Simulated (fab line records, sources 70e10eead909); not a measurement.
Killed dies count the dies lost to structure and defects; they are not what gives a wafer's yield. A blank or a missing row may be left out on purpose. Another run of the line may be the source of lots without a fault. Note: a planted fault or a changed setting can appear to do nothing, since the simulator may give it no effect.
fab line records    flow nandHarc    part 1 of 2: steps 1 to 4 of 6
[record] lots = 21  wafers = 63  lastDay = 25
route steps=1159 shown A_STAIRCASE@625
lots that met no fault: taken from a fault-free run of the same line
startH: hours from the record's first day to the start of the lot's first wafer shown    waitH: hours elapsed since this lot's preceding step    " unchanged from the row above    L1.1+2: one row covering several wafers at once    - no value, or no start given    * or withheld: withheld    < > ~ a bound
route shown NAME@n: a module of which the file shows steps, and the number in the route of the first    usual: the fault-free wafers' mean and standard deviation    same: alike in all rows    chamber/n: place in a boat    sites: per-site readings    _std_site: the values' standard deviation    _edge_site: mean of outer sites minus mean of inner sites    radiusMm: how far each site lies from the wafer's centre    mask NAME#n: copy n    behind: tool/chamber where the wafer was last shaped    hold: why the lot was held/for how many hours/how that ended    device: names the non-switching transistor (n, p or np)    end of line: the route-end tests of the same wafers    a step given without rows: its recipe and nothing more    killed: dies that structure and defects cost at the first sort, which is not the same as the wafer's yield    map: a wafer's dies, x killed, . not, _ none there
set.NAME: the setting as run; set.NAME@STEP: as run at that earlier step    model.NAME: the simulator's own value behind a step, which no gauge read
one table for each step of the route and one row for each wafer, over a sample of lots
services: when a tool's chamber went out of use (startH, in hours from the record's first day, below 0 if earlier), for how many hours, and the reason
[[steps]]
[step NHARC_A_STAIRCASE_TRIM_231]
[recipe] timeS = 211.2  o2FlowSccm = 500  arFlowSccm = 0  biasW = 0  chemistry = O2
[usual] drypumpMotorCurrentA = 5.8/0.34  o2FlowSccm = 499.9/1.5  oesProductAu = 0.998/0.0098  rfVppV = 57.8/0.86  showerheadPlenumPTorr = 3.52/0.12  throttleValvePct = 17.036/0.0094
lot.wafer  tool        chamber  startH  waitH  drypumpMotorCurrentA  o2FlowSccm  oesProductAu  rfHoursCounterH  rfVppV  showerheadPlenumPTorr  throttleValvePct
L075.3     rieDiel-13  2        -       -      5.7                   496.0       1.002         54               57.3    3.66                   17.027
L075.1     "           0        "       "      5.5                   501.1       0.985         51               56.9    3.38                   17.032
L075.5     "           2        "       "      5.6                   499.9       1.005         -                57.5    3.66                   17.051
L074.3     rieDiel-08  1        -       -      6.2                   502.9       1.005         47               58.7    3.35                   17.025
L074.2     "           3        "       "      5.8                   500.6       0.990         47               57.1    3.48                   17.027
L074.1     "           0        "       "      6.3                   500.4       0.998         48               56.6    3.57                   17.045
L076.2     rieDiel-04  0        -       -      6.1                   502.1       0.994         49               57.3    3.57                   17.020
L076.4     "           2        "       "      5.4                   500.4       1.005         51               56.6    3.37                   17.040
L076.6     "           3        "       "      6.1                   496.8       0.990         -                58.1    3.67                   17.031
L077.2     rieDiel-08  3        -       -      5.8                   501.6       0.999         50               57.8    3.48                   17.041
L077.5     "           0        "       "      6.3                   496.9       1.006         -                59.4    3.56                   17.030
L077.4     "           1        "       "      6.3                   501.6       1.006         -                58.4    3.34                   17.031
L078.2     rieDiel-13  2        -       -      5.7                   499.0       0.993         59               58.6    3.66                   17.046
L078.4     "           2        "       "      5.6                   501.9       1.008         -                58.2    3.66                   17.031
L078.5     "           3        "       "      5.6                   499.7       1.007         -                56.9    3.45                   17.033
L081.3     rieDiel-04  0        -       -      6.1                   500.4       0.995         60               57.6    3.56                   17.033
L081.1     "           3        "       "      6.1                   500.3       0.995         63               57.5    3.66                   17.031
L081.5     "           1        "       "      5.5                   499.6       0.991         -                59.8    3.71                   17.032
L080.1     rieDiel-08  0        -       -      6.3                   500.3       0.992         64               57.3    3.56                   17.035
L080.6     "           3        "       "      5.8                   498.6       0.993         -                57.2    3.48                   17.054
L080.5     "           0        "       "      6.3                   501.2       0.999         -                58.3    3.56                   17.048
L084.2     rieDiel-13  0        -       -      5.5                   497.4       0.991         6                58.8    3.37                   17.036
L084.1     "           1        "       "      5.2                   498.6       1.013         6                57.5    3.46                   17.025
L084.5     "           2        "       "      5.6                   500.4       1.010         -                58.6    3.65                   17.046
L082.2     rieDiel-08  1        -       -      6.2                   499.9       1.004         68               56.7    3.33                   17.036
L082.4     "           1        "       "      6.2                   498.4       0.992         -                58.5    3.33                   17.042
L082.5     "           3        "       "      5.8                   497.4       0.983         -                57.5    3.47                   17.042
L079.2     rieDiel-04  0        -       -      6.1                   497.7       0.976         1                58.1    3.56                   17.035
L079.1     "           3        "       "      6.1                   502.0       1.002         1                57.8    3.66                   17.028
L079.6     "           1        "       "      5.5                   501.2       1.004         -                58.0    3.70                   17.035
L088.1     rieDiel-04  1        -       -      5.5                   499.0       0.993         10               59.1    3.70                   17.032
L088.4     "           2        "       "      5.4                   498.4       0.991         8                57.1    3.36                   17.023
L088.3     "           3        "       "      6.1                   499.3       0.993         7                57.1    3.66                   17.015
L086.1     rieDiel-13  0        -       -      5.5                   499.8       0.994         16               57.5    3.36                   17.046
L086.2     "           1        "       "      5.2                   497.8       0.995         16               57.7    3.45                   17.030
L086.4     "           3        "       "      5.6                   501.1       0.997         16               57.8    3.44                   17.027
L087.4     rieDiel-04  3        -       -      6.1                   501.5       0.988         11               59.0    3.65                   17.025
L087.2     "           0        "       "      6.1                   498.3       0.997         12               57.9    3.55                   17.054
L087.3     "           1        "       "      5.5                   500.4       1.014         13               58.8    3.70                   17.042
L085.3     rieDiel-08  3        -       -      5.8                   498.3       1.014         6                57.4    3.47                   17.011
L085.1     "           0        "       "      6.3                   498.8       1.000         6                57.6    3.55                   17.035
L085.6     "           0        "       "      6.3                   499.6       1.005         -                58.6    3.55                   17.055
L089.4     rieDiel-08  0        -       -      6.3                   501.3       0.999         9                57.4    3.55                   17.030
L089.2     "           1        "       "      6.2                   499.7       1.021         9                57.4    3.33                   17.051
L089.5     "           0        "       "      6.3                   499.6       1.000         -                58.2    3.55                   17.036
L091.4     rieDiel-04  0        -       -      6.1                   500.5       1.000         17               58.6    3.55                   17.031
L091.1     "           2        "       "      5.4                   500.5       1.005         17               57.1    3.36                   17.040
L091.5     "           3        "       "      6.1                   501.5       0.994         -                58.3    3.65                   17.032
L090.2     rieDiel-13  2        -       -      5.6                   500.4       1.003         25               58.1    3.64                   17.034
L090.4     "           1        "       "      5.2                   499.7       1.009         24               58.8    3.45                   17.052
L090.5     "           2        "       "      5.6                   501.6       1.001         -                57.6    3.64                   17.033
L093.1     rieDiel-13  2        -       -      5.7                   499.4       1.007         28               57.9    3.64                   17.029
L093.4     "           0        "       "      5.5                   500.0       1.002         28               59.7    3.36                   17.030
L093.3     "           1        "       "      5.2                   498.3       0.993         28               57.2    3.45                   17.049
L094.1     rieDiel-04  3        -       -      6.1                   499.8       0.987         24               58.5    3.65                   17.035
L094.2     "           0        "       "      6.1                   501.7       0.978         24               57.9    3.55                   17.036
L094.5     "           3        "       "      6.1                   499.8       0.980         -                59.0    3.65                   17.045
L096.2     rieDiel-04  2        -       -      5.4                   501.0       0.998         33               57.2    3.35                   17.047
L096.3     "           3        "       "      6.1                   498.0       0.983         29               58.4    3.64                   17.032
L096.1     "           0        "       "      6.1                   498.7       0.977         29               58.9    3.54                   17.033
L097.4     rieDiel-04  0        -       -      6.1                   502.7       0.978         34               58.1    3.54                   17.049
L097.2     "           1        "       "      5.5                   499.4       0.996         38               57.3    3.68                   17.023
L097.6     "           1        "       "      5.5                   499.5       1.000         -                57.3    3.68                   17.042
[step NHARC_A_STAIRCASE_STRIP_254]
[recipe] powerW = 1500  tempC = 250  chemistry = O2
[usual] drypumpMotorCurrentA = 5.42/0.1  heaterPowerW = 319/13  rfReflPowerW = 18/3.3
lot.wafer  tool            chamber  startH  waitH  drypumpMotorCurrentA  heaterPowerW  rfHoursCounterH  rfReflPowerW
L075.1     plasmaAsher-02  0        257.80  -      5.29                  305           22               17
L075.3     "               0        "       "      5.28                  317           -                17
L075.5     "               0        "       "      5.29                  311           -                17
L074.1     plasmaAsher-02  0        258.82  -      5.30                  306           23               18
L074.2     "               1        "       "      5.45                  305           23               15
L074.3     "               1        "       "      5.44                  303           -                14
L076.2     plasmaAsher-02  1        265.59  -      5.45                  306           25               13
L076.4     "               1        "       "      5.43                  295           -                14
L076.6     "               0        "       "      5.29                  316           -                18
L077.2     plasmaAsher-01  1        266.87  -      5.47                  340           56               -
L077.4     "               0        "       "      5.57                  342           -                -
L077.5     "               1        "       "      5.44                  335           -                -
L078.2     plasmaAsher-01  0        276.06  -      5.56                  331           59               -
L078.4     "               1        "       "      5.43                  337           -                -
L078.5     "               0        "       "      5.59                  346           -                -
L081.1     plasmaAsher-02  1        287.70  -      5.40                  297           32               -
L081.3     "               0        "       "      5.29                  309           -                -
L081.5     "               0        "       "      5.29                  313           -                -
L080.1     plasmaAsher-02  0        294.11  -      5.30                  309           34               17
L080.6     "               1        "       "      5.42                  307           -                15
L080.5     "               0        "       "      5.28                  308           -                17
L084.2     plasmaAsher-02  1        298.70  -      5.40                  305           36               14
L084.1     "               0        "       "      5.28                  308           36               17
L084.5     "               0        "       "      5.27                  312           -                17
L082.2     plasmaAsher-01  0        300.17  -      5.54                  333           6                20
L082.4     "               0        "       "      5.57                  325           -                20
L082.5     "               0        "       "      5.55                  329           -                19
L079.2     plasmaAsher-01  0        302.71  -      5.59                  327           7                20
L079.1     "               1        "       "      5.45                  327           7                24
L079.6     "               0        "       "      5.58                  326           -                19
L088.1     plasmaAsher-01  1        317.56  -      5.44                  331           12               24
L088.4     "               1        "       "      5.44                  331           -                25
L088.3     "               0        "       "      5.54                  325           -                18
L086.1     plasmaAsher-02  0        321.71  -      5.28                  306           44               17
L086.2     "               1        "       "      5.43                  313           44               15
L086.4     "               1        "       "      5.43                  304           -                15
L087.2     plasmaAsher-01  0        325.60  -      5.57                  333           16               19
L087.3     "               0        "       "      5.56                  324           -                19
L087.4     "               1        "       "      5.45                  328           -                24
L085.1     plasmaAsher-02  1        326.81  -      5.39                  308           46               14
L085.3     "               1        "       "      5.43                  306           -                14
L085.6     "               0        "       "      5.29                  310           -                17
L089.2     plasmaAsher-02  1        339.24  -      5.40                  303           51               14
L089.4     "               0        "       "      5.29                  310           -                17
L089.5     "               0        "       "      5.28                  311           -                18
L091.1     plasmaAsher-01  0        342.80  -      5.61                  324           21               -
L091.4     "               0        "       "      5.63                  321           -                -
L091.5     "               1        "       "      5.41                  327           -                -
L090.2     plasmaAsher-02  1        344.94  -      5.39                  297           52               -
L090.4     "               1        "       "      5.42                  304           -                -
L090.5     "               0        "       "      5.30                  309           -                -
L093.1     plasmaAsher-02  1        353.54  -      5.41                  304           60               -
L093.4     "               1        "       "      5.41                  308           -                -
L093.3     "               0        "       "      5.30                  308           -                -
L094.1     plasmaAsher-01  1        365.05  -      5.39                  336           28               -
L094.2     "               0        "       "      5.59                  325           28               -
L094.5     "               1        "       "      5.41                  339           -                -
L096.2     plasmaAsher-02  1        383.40  -      5.41                  325           2                15
L096.1     "               0        "       "      5.27                  330           2                17
L096.3     "               0        "       "      5.29                  331           -                18
L097.2     plasmaAsher-02  1        397.14  -      5.41                  331           7                14
L097.4     "               1        "       "      5.40                  316           -                14
L097.6     "               0        "       "      5.29                  330           -                17
[step NHARC_A_STAIRCASE_DESCUM_291]
[recipe] timeS = 3  o2FlowSccm = 200  arFlowSccm = 0  biasPowerW = 0  chemistry = O2
[usual] drypumpMotorCurrentA = 5.7/0.33  o2FlowSccm = 200.0/0.73  oesProductAu = 0.996/0.01  rfVppV = 57.7/0.87  showerheadPlenumPTorr = 1.91/0.073  throttleValvePct = 11.311/0.0099
lot.wafer  tool        chamber  startH  waitH  drypumpMotorCurrentA  o2FlowSccm  oesProductAu  rfHoursCounterH  rfVppV  showerheadPlenumPTorr  throttleValvePct
L075.3     rieDiel-13  2        261.45  -      5.6                   200.7       0.990         55               59.3    1.99                   11.310
L075.1     "           3        "       "      5.6                   199.1       0.995         56               57.6    1.87                   11.287
L075.5     "           2        "       "      5.6                   199.5       0.996         -                57.9    1.99                   11.325
L074.3     rieDiel-04  0        262.50  -      6.1                   200.1       0.998         49               58.5    1.94                   11.311
L074.2     "           1        "       "      5.5                   199.8       0.983         48               57.6    2.02                   11.297
L074.1     "           2        "       "      5.4                   199.7       1.006         51               56.2    1.82                   11.304
L076.2     rieDiel-13  3        271.17  -      5.6                   199.5       1.004         59               59.6    1.87                   11.306
L076.6     "           0        "       "      5.5                   199.9       0.986         -                57.3    1.82                   11.312
L076.4     "           2        "       "      5.6                   198.7       0.998         -                58.5    1.99                   11.305
L077.2     rieDiel-13  2        274.37  -      5.6                   200.1       0.996         60               58.3    1.99                   11.301
L077.5     "           0        "       "      5.5                   199.8       0.991         -                56.9    1.82                   11.308
L077.4     "           3        "       "      5.6                   200.1       1.019         -                57.8    1.87                   11.324
L078.2     rieDiel-04  2        280.13  -      5.4                   201.5       1.007         59               55.7    1.82                   11.302
L078.4     "           0        "       "      6.1                   199.9       1.004         58               57.2    1.93                   11.313
L078.5     "           1        "       "      5.5                   199.2       0.995         -                58.1    2.02                   11.315
L081.3     rieDiel-13  2        291.95  -      5.6                   199.8       1.004         3                57.4    1.99                   11.295
L081.1     "           1        "       "      5.2                   199.8       0.997         4                59.0    1.87                   11.301
L081.5     "           3        "       "      5.6                   198.8       1.003         -                57.2    1.87                   11.322
L080.1     rieDiel-08  0        298.85  -      6.3                   199.3       0.994         70               58.5    1.93                   11.309
L080.5     "           0        "       "      6.3                   199.5       0.990         -                57.4    1.93                   11.307
L080.6     "           3        "       "      5.8                   200.2       0.982         -                57.7    1.88                   11.311
L084.1     rieDiel-04  0        302.65  -      6.1                   199.2       0.996         1                58.4    1.93                   11.306
L084.2     "           1        "       "      5.5                   200.9       1.003         1                59.4    2.02                   11.316
L084.5     "           0        "       "      6.1                   199.1       1.000         -                57.8    1.93                   11.322
L082.4     rieDiel-04  1        304.48  -      5.5                   198.4       0.985         2                57.4    2.02                   11.320
L082.2     "           2        "       "      5.4                   200.7       0.981         2                57.2    1.82                   11.311
L082.5     "           0        "       "      6.1                   201.4       0.973         -                58.0    1.93                   11.298
L079.2     rieDiel-13  0        308.69  -      5.5                   200.2       0.989         11               56.7    1.82                   11.305
L079.1     "           1        "       "      5.2                   200.0       0.998         11               57.8    1.87                   11.307
L079.6     "           0        "       "      5.4                   200.2       0.982         -                57.4    1.82                   11.317
L088.3     rieDiel-08  0        321.09  -      6.3                   200.0       0.986         4                58.3    1.93                   11.309
L088.1     "           1        "       "      6.2                   199.4       1.011         4                55.4    1.80                   11.308
L088.4     "           1        "       "      6.3                   198.1       1.011         -                57.2    1.80                   11.320
L086.2     rieDiel-04  3        325.25  -      6.1                   199.9       1.002         11               57.9    1.99                   11.317
L086.4     "           0        "       "      6.1                   199.0       0.992         12               57.5    1.93                   11.320
L086.1     "           1        "       "      5.5                   198.8       1.008         13               58.5    2.01                   11.316
L087.2     rieDiel-04  0        330.00  -      6.1                   202.0       0.992         13               58.7    1.93                   11.319
L087.4     "           1        "       "      5.5                   200.3       0.998         14               58.6    2.01                   11.300
L087.3     "           3        "       "      6.1                   200.4       0.997         12               59.1    1.99                   11.320
L085.3     rieDiel-13  3        332.45  -      5.6                   199.8       0.996         21               55.5    1.86                   11.305
L085.1     "           0        "       "      5.5                   200.3       1.013         20               57.4    1.82                   11.304
L085.6     "           2        "       "      5.6                   200.5       1.009         -                57.5    1.98                   11.317
L089.2     rieDiel-08  1        342.95  -      6.3                   200.2       1.015         12               58.2    1.80                   11.322
L089.4     "           2        "       "      5.5                   199.9       1.010         4                58.9    1.95                   11.308
L089.5     "           1        "       "      6.3                   200.8       1.014         -                57.7    1.80                   11.316
L091.4     rieDiel-04  0        346.77  -      6.1                   200.4       0.992         19               58.8    1.93                   11.283
L091.1     "           1        "       "      5.5                   198.3       0.991         20               58.1    2.01                   11.316
L091.5     "           0        "       "      6.1                   200.5       0.981         -                58.4    1.93                   11.304
L090.4     rieDiel-08  0        349.62  -      6.3                   199.5       0.995         14               57.3    1.92                   11.315
L090.2     "           2        "       "      5.6                   199.8       1.015         6                59.5    1.95                   11.326
L090.5     "           0        "       "      6.3                   199.3       1.000         -                57.0    1.92                   11.301
L093.4     rieDiel-04  1        357.31  -      5.5                   199.0       1.003         24               58.1    2.01                   11.298
L093.1     "           2        "       "      5.4                   200.2       1.000         24               58.0    1.81                   11.309
L093.3     "           3        "       "      6.0                   198.7       0.995         21               58.1    1.98                   11.312
L094.2     rieDiel-08  3        368.88  -      5.8                   199.6       1.017         22               57.6    1.87                   11.294
L094.1     "           0        "       "      6.3                   200.4       0.994         21               56.6    1.92                   11.316
L094.5     "           3        "       "      5.8                   200.3       1.007         -                58.1    1.87                   11.316
L096.1     rieDiel-04  2        387.07  -      5.4                   200.4       0.996         34               56.7    1.81                   11.304
L096.3     "           3        "       "      6.0                   199.1       0.991         30               57.9    1.98                   11.319
L096.2     "           0        "       "      6.1                   199.0       0.983         31               57.8    1.92                   11.309
L097.4     rieDiel-13  2        400.81  -      5.6                   200.3       1.005         44               56.3    1.97                   11.308
L097.2     "           3        "       "      5.6                   200.5       0.996         45               57.7    1.85                   11.306
L097.6     "           1        "       "      5.2                   200.2       1.004         -                57.2    1.86                   11.311
[step NHARC_A_STAIRCASE_ETCH_294]
[recipe] targetDepthA = 49920  timeS = 1212.4  ionEnergyEv = 800  c4f8FlowSccm = 80  o2FlowSccm = 60  arFlowSccm = withheld  rfW = 600  biasW = 3000  chemistry = C4F8/O2/Ar
[usual] oesProductAu = 0.931/0.013  rfVppV = 1827/9.4
lot.wafer  tool        chamber  startH  waitH  oesProductAu  rfHoursCounterH  rfVppV
L075.1     rieDiel-13  1        -       -      0.934         52               1821
L075.3     "           2        "       "      0.938         56               1837
L075.5     "           1        "       "      0.941         -                1821
L074.2     rieDiel-04  3        -       -      0.929         54               1836
L074.3     "           0        "       "      0.933         50               1828
L074.1     "           1        "       "      0.939         49               1840
L076.2     rieDiel-13  3        -       -      0.951         59               1820
L076.4     "           2        "       "      0.943         -                1837
L076.6     "           0        "       "      0.919         -                1815
L077.2     rieDiel-13  1        -       -      0.994         54               1822
L077.4     "           0        "       "      0.915         58               1816
L077.5     "           2        "       "      0.927         -                1836
L078.2     rieDiel-04  1        -       -      0.932         57               1840
L078.4     "           2        "       "      0.925         59               1815
L078.5     "           3        "       "      0.927         -                1836
L081.1     rieDiel-13  1        -       -      0.940         5                1822
L081.3     "           2        "       "      0.943         3                1835
L081.5     "           3        "       "      0.947         -                1821
L080.1     rieDiel-08  0        -       -      0.907         70               1829
L080.5     "           3        "       "      0.923         -                1822
L080.6     "           0        "       "      0.907         -                1830
L084.1     rieDiel-04  1        -       -      0.943         1                1843
L084.2     "           2        "       "      0.941         1                1816
L084.5     "           1        "       "      0.939         -                1840
L082.2     rieDiel-04  1        -       -      0.931         3                1839
L082.4     "           2        "       "      0.921         2                1816
L082.5     "           1        "       "      0.924         -                1839
L079.1     rieDiel-13  3        -       -      0.925         11               1821
L079.2     "           2        "       "      0.936         11               1835
L079.6     "           3        "       "      0.930         -                1821
L088.3     rieDiel-08  0        -       -      0.917         5                1829
L088.1     "           3        "       "      0.935         5                1823
L088.4     "           3        "       "      0.941         -                1823
L086.2     rieDiel-04  1        -       -      0.953         13               1840
L086.4     "           3        "       "      0.923         11               1836
L086.1     "           0        "       "      0.928         13               1830
L087.4     rieDiel-04  1        -       -      0.935         15               1839
L087.3     "           2        "       "      0.926         14               1813
L087.2     "           3        "       "      0.917         13               1837
L085.3     rieDiel-13  1        -       -      0.944         21               1822
L085.1     "           3        "       "      0.925         21               1821
L085.6     "           1        "       "      0.930         -                1822
L089.4     rieDiel-08  2        -       -      0.957         4                1832
L089.2     "           1        "       "      0.947         12               1811
L089.5     "           3        "       "      0.933         -                1823
L091.1     rieDiel-04  0        -       -      0.917         20               1830
L091.4     "           1        "       "      0.919         22               1838
L091.5     "           3        "       "      0.908         -                1836
L090.2     rieDiel-08  1        -       -      0.943         15               1811
L090.4     "           2        "       "      0.936         7                1831
L090.5     "           1        "       "      0.945         -                1810
L093.4     rieDiel-04  2        -       -      0.920         26               1814
L093.3     "           3        "       "      0.918         23               1836
L093.1     "           0        "       "      0.913         24               1829
L094.1     rieDiel-08  2        -       -      0.936         15               1832
L094.2     "           3        "       "      0.920         23               1822
L094.5     "           2        "       "      0.928         -                1831
L096.3     rieDiel-04  0        -       -      0.911         31               1828
L096.1     "           2        "       "      0.922         35               1813
L096.2     "           3        "       "      0.923         31               1834
L097.2     rieDiel-13  2        -       -      0.939         44               1834
L097.4     "           0        "       "      0.925         47               1814
L097.6     "           2        "       "      0.929         -                1834
